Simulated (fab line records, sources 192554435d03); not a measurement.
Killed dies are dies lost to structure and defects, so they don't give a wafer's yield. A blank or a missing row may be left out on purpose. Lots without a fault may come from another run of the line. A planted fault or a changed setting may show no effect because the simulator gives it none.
Chamber matching | flow n5_finfet | N5_BEOL_M0_SAQP_ETCH_88 on rie_diel-06: 4 sister chambers
The step etches underlayer in N2/H2, target depth 6.5 nm, time 5.2 s. 8 wafers are shown with their chamber, then 9 later ones without.

WAFERS WITH THEIR CHAMBER
wafer  | chamber | showerhead_plenum_p_Torr (Torr) | drypump_motor_current_A (A)
L074.2 | 2       | 2.42                            | 6.8
L086.3 | 1       | 2.46                            | 5.8
L087.2 | 0       | 2.58                            | 6.4
L087.3 | 3       | 2.63                            | 5.6
L087.4 | 2       | 2.41                            | 6.7
L088.1 | 1       | 2.46                            | 5.8
L088.3 | 0       | 2.58                            | 6.4
L088.5 | 3       | 2.63                            | 5.5

WAFERS WITHOUT THEIR CHAMBER
wafer  | showerhead_plenum_p_Torr (Torr) | drypump_motor_current_A (A)
L091.2 | 2.58                            | 6.5
L091.4 | 2.45                            | 5.8
L091.5 | 2.63                            | 5.6
L095.3 | 2.40                            | 6.7
L095.4 | 2.63                            | 5.6
L095.5 | 2.63                            | 5.6
L097.2 | 2.58                            | 6.4
L097.4 | 2.40                            | 6.7
L097.6 | 2.63                            | 5.6

WHICH CHAMBER EACH WENT THROUGH
wafer  | from the rows above | in truth
L091.2 | 0                   | 0
L091.4 | 1                   | 1
L091.5 | 3                   | 3
L095.3 | 2                   | 2
L095.4 | 3                   | 3
L095.5 | 3                   | 3
L097.2 | 0                   | 0
L097.4 | 2                   | 2
L097.6 | 3                   | 3
Placed correctly: 9 of 9. Can't be placed from these rows: 0. Placed wrongly: 0.
How it was worked out, from the rows above alone: a wafer's distance from a chamber is the root of the sum, over the readings, of the square of ((its reading less the chamber's mean) divided by the reading's scatter). The wafer belongs to the nearest chamber; if the next one is less than 2 further off, it can't be placed. A chamber's mean is the mean of its shown wafers. The scatter: the root of (the sum of the squares of (reading less its chamber's mean) over the shown wafers, divided by (wafers less chambers)).
